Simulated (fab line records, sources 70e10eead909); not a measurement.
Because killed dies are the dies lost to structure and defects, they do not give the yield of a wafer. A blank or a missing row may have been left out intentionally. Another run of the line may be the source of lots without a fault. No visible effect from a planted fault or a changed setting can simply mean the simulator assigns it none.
Shared-tool check | flow nand_harc | 39 wafers sampled across 13 lots

## WHAT PROMPTED THE OPENING
Flagged at NHARC_A_ONON_D1_THK_MEAS_18: reading thk_nm, on 2 of 13 lots. No-fault wafers: 996 nm, standard deviation 9.5.
Rule: a lot is flagged in two cases, either no wafer of it has a number, or all its wafers with numbers fall more than 4 standard deviations from that mean. The other lots count as sound.

lot  | measured     | on            | thk_nm (nm), wafer by wafer | flag
L592 | day 7 11:17  | film_metro-02 | 1006 1008 1005              |
L593 | day 8 09:52  | film_metro-02 | 985 986 985                 |
L594 | day 8 09:53  | film_metro-02 | 992 990 993                 |
L596 | day 8 19:51  | film_metro-02 | 988 986 988                 |
L597 | day 9 02:49  | film_metro-01 | 1005 1005 1003              |
L599 | day 9 18:22  | film_metro-02 | 1000 999 1001               |
L598 | day 9 18:23  | film_metro-02 | 998 998 998                 |
L601 | day 10 09:17 | film_metro-02 | 985 985 983                 |
L609 | day 12 13:43 | film_metro-02 | 1552 1552 1552              | FLAGGED
L612 | day 12 20:37 | film_metro-01 | 972 974 971                 |
L611 | day 12 20:37 | film_metro-02 | 1555 1555 1556              | FLAGGED
L614 | day 13 03:43 | film_metro-01 | 1001 1002 1001              |
L615 | day 13 22:38 | film_metro-02 | 1012 1010 1011              |
On average the flagged lots' numbers are 1554 nm, which is +558 nm against the usual, or +59 standard deviations.

## WHICH TOOL RAN EACH LOT
The record holds 2 process steps before the reading, out of a route of 1159 steps. Every cell lists first the tool, next ch and the chambers used by the sampled wafers, and last the start.
lot  | flag    | NHARC_A_ZERO_WELL_RTA_16         | NHARC_A_ONON_D1_DEP_16
L592 |         | rtp_anneal-02 ch 0, day 6 04:22  | pecvd_onon-04 ch 0, day 7 10:46
L593 |         | rtp_anneal-01 ch 0, day 7 02:30  | pecvd_onon-04 ch 0, day 8 09:25
L594 |         | rtp_anneal-01 ch 0, day 7 03:34  | pecvd_onon-02 ch 0, day 8 09:22
L596 |         | rtp_anneal-01 ch 0, day 7 11:35  | pecvd_onon-02 ch 0, day 8 19:20
L597 |         | rtp_anneal-02 ch 0, day 7 18:55  | pecvd_onon-04 ch 0, day 9 02:29
L599 |         | rtp_anneal-02 ch 0, day 8 11:51  | pecvd_onon-03 ch 0, day 9 17:55
L598 |         | rtp_anneal-01 ch 0, day 8 08:50  | pecvd_onon-02 ch 0, day 9 17:53
L601 |         | rtp_anneal-02 ch 0, day 8 20:01  | pecvd_onon-02 ch 0, day 10 08:53
L609 | FLAGGED | rtp_anneal-01 ch 0, day 11 01:27 | pecvd_onon-04 ch 0, day 12 13:11
L612 |         | rtp_anneal-01 ch 0, day 11 11:19 | pecvd_onon-02 ch 0, day 12 20:06
L611 | FLAGGED | rtp_anneal-02 ch 0, day 11 15:53 | pecvd_onon-04 ch 0, day 12 20:07
L614 |         | rtp_anneal-01 ch 0, day 11 23:04 | pecvd_onon-02 ch 0, day 13 03:16
L615 |         | rtp_anneal-01 ch 0, day 12 16:29 | pecvd_onon-02 ch 0, day 13 22:14
What the steps here do:
- NHARC_A_ZERO_WELL_RTA_16: time 10 s.
- NHARC_A_ONON_D1_DEP_16: target thk 1000 nm.
- NHARC_A_ONON_D1_THK_MEAS_18: measures by ellipsometry.

## FLAGGED OVER TOTAL, TOOL BY TOOL (the gauges that took the reading come last)
step                        | tool          | lots run | flagged | share of the flagged lots | sound lots run after its first flagged lot
NHARC_A_ZERO_WELL_RTA_16    | rtp_anneal-01 | 8        | 1       | some                      | 3 (L612,L614,L615)
NHARC_A_ZERO_WELL_RTA_16    | rtp_anneal-02 | 5        | 1       | some                      | 0
NHARC_A_ONON_D1_DEP_16      | pecvd_onon-02 | 7        | 0       | none                      | -
NHARC_A_ONON_D1_DEP_16      | pecvd_onon-03 | 1        | 0       | none                      | -
NHARC_A_ONON_D1_DEP_16      | pecvd_onon-04 | 5        | 2       | all                       | 0
NHARC_A_ONON_D1_THK_MEAS_18 | film_metro-01 | 3        | 0       | none                      | -
NHARC_A_ONON_D1_THK_MEAS_18 | film_metro-02 | 10       | 2       | all                       | 1 (L615)

## WHAT THE TABLE PERMITS
Table rows that saw every flagged lot: 2, namely pecvd_onon-04 at NHARC_A_ONON_D1_DEP_16 and film_metro-02 at NHARC_A_ONON_D1_THK_MEAS_18.
- pecvd_onon-04 at NHARC_A_ONON_D1_DEP_16: 2 of its 5 lots flagged. A fault beginning between L597 (day 9 02:29), its last sound lot, and L609 (day 12 13:11), its first flagged one, fits the data.
- film_metro-02 at NHARC_A_ONON_D1_THK_MEAS_18: 2 of its 10 lots flagged. Lots that were sound ran on it after the first flagged one (L615); a persistent fault on the entire tool would not allow that.
What remains is a single tool, pecvd_onon-04 at NHARC_A_ONON_D1_DEP_16.

## WHAT HAD BEEN PUT IN BY THE SIMULATOR
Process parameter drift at NHARC_A_ONON_D1_DEP_16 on pecvd_onon-04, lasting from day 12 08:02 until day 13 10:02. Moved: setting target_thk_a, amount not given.
Lots struck among those shown: L609, L611. The rule above found the same.
